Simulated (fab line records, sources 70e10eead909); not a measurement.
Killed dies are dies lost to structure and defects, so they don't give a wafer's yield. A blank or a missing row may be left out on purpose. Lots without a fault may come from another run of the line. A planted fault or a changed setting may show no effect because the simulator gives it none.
A struck lot beside a sound one | flow nand_harc | 15 steps out of a route of 1302
Sound: wafers L834.1, L834.2, L834.3. Struck: wafers L846.3, L846.4. (L846.2 of the same lot was not struck and is left out.) The cause comes at the end.
At each step with rows: each side's tool, then ch and its chambers, then its first start. Under that, the readings that differ: sound wafers | struck wafers | difference of the means | sigmas: that difference in standard deviations of wafers without a fault.
alike: readings whose means differ by less than 2 such deviations, and words and numbers that are the same on both sides. not compared: withheld readings, readings that some wafer has no value for, bounds like >300 that may hide the same value, and numbers for which the record gives no deviation and whose values overlap.
The two part at a step that has a row with sigmas, a row that says differs or no value, or rows on one side only. Numbers that don't overlap but have no deviation are shown without sigmas and don't part them. A reading that every wafer of one side lacks parts them only if that side has two wafers or more.

first, 1 step without rows for these wafers: NHARC_A_ONON_D1_DEP_03 (target thk 1000 nm).
NHARC_A_ONON_D1_THK_MEAS_05: measures by ellipsometry.
  sound on film_metro-01, day 7 16:55; struck on film_metro-01, day 12 14:57
  alike: thk_nm
then, 1 step without rows for these wafers: NHARC_A_ONON_D1_DEP_06 (target thk 1000 nm).
NHARC_A_ONON_D1_THK_MEAS_08: measures by ellipsometry.
  sound on film_metro-02, day 7 17:29; struck on film_metro-01, day 12 15:31
  alike: thk_nm
then, 1 step without rows for these wafers: NHARC_A_ONON_D1_DEP_09 (target thk 1000 nm).
NHARC_A_ONON_D1_THK_MEAS_11: measures by ellipsometry.
  sound on film_metro-02, day 7 18:03; struck on film_metro-01, day 12 16:05
  alike: thk_nm
then, 1 step without rows for these wafers: NHARC_A_ONON_D1_DEP_12 (target thk 1000 nm).
NHARC_A_ONON_D1_THK_MEAS_14: measures by ellipsometry.
  sound on film_metro-02, day 7 18:37; struck on film_metro-02, day 12 16:39
  alike: thk_nm
then, 2 steps without rows for these wafers: NHARC_A_ONON_D1_ANNEAL_15 (time 3600 s); NHARC_A_ONON_D1_DEP_16 (target thk 1000 nm).
NHARC_A_ONON_D1_THK_MEAS_18: measures by ellipsometry.
  sound on film_metro-01, day 8 02:16; struck on film_metro-01, day 13 01:03
  alike: thk_nm
NHARC_A_ONON_D1_DEP_19: target thk 1000 nm.
  sound on pecvd_onon-02 ch 0, day 8 02:19; struck on pecvd_onon-02 ch 0, day 13 01:10
  alike: susceptor_temp_C
NHARC_A_ONON_D1_THK_MEAS_21: measures by ellipsometry.
  sound on film_metro-01, day 8 02:50; struck on film_metro-02, day 13 01:37
  reading     | sound       | struck  | difference | sigmas
  thk_nm (nm) | 992 992 992 | 633 633 | -359       | -59
then, 1 step without rows for these wafers: NHARC_A_ONON_D1_DEP_22 (target thk 1000 nm).
-- the record jumps here: 17 days lie between the struck wafers' starts before and after (it left off in module A_ONON_D1 and takes up again in module END, whose first step shown is number 1302 of the route) --
NHARC_END_SORT_01:
  sound on prober-02 ch 0, day 24 11:49; struck on prober-01 ch 0, day 29 14:19
  reading         | sound    | struck  | difference | sigmas
  killed_at_array | 75 61 62 | 675 668 | +606       | +30
  killed_dies     | 82 71 79 | 677 677 | +600       | +29
  alike: killed_at_other, killed_at_periphery, killed_open, killed_short

WHERE THEY PART
First at NHARC_A_ONON_D1_THK_MEAS_21; last, within this record, at NHARC_END_SORT_01.

WHY: what the simulator had put in
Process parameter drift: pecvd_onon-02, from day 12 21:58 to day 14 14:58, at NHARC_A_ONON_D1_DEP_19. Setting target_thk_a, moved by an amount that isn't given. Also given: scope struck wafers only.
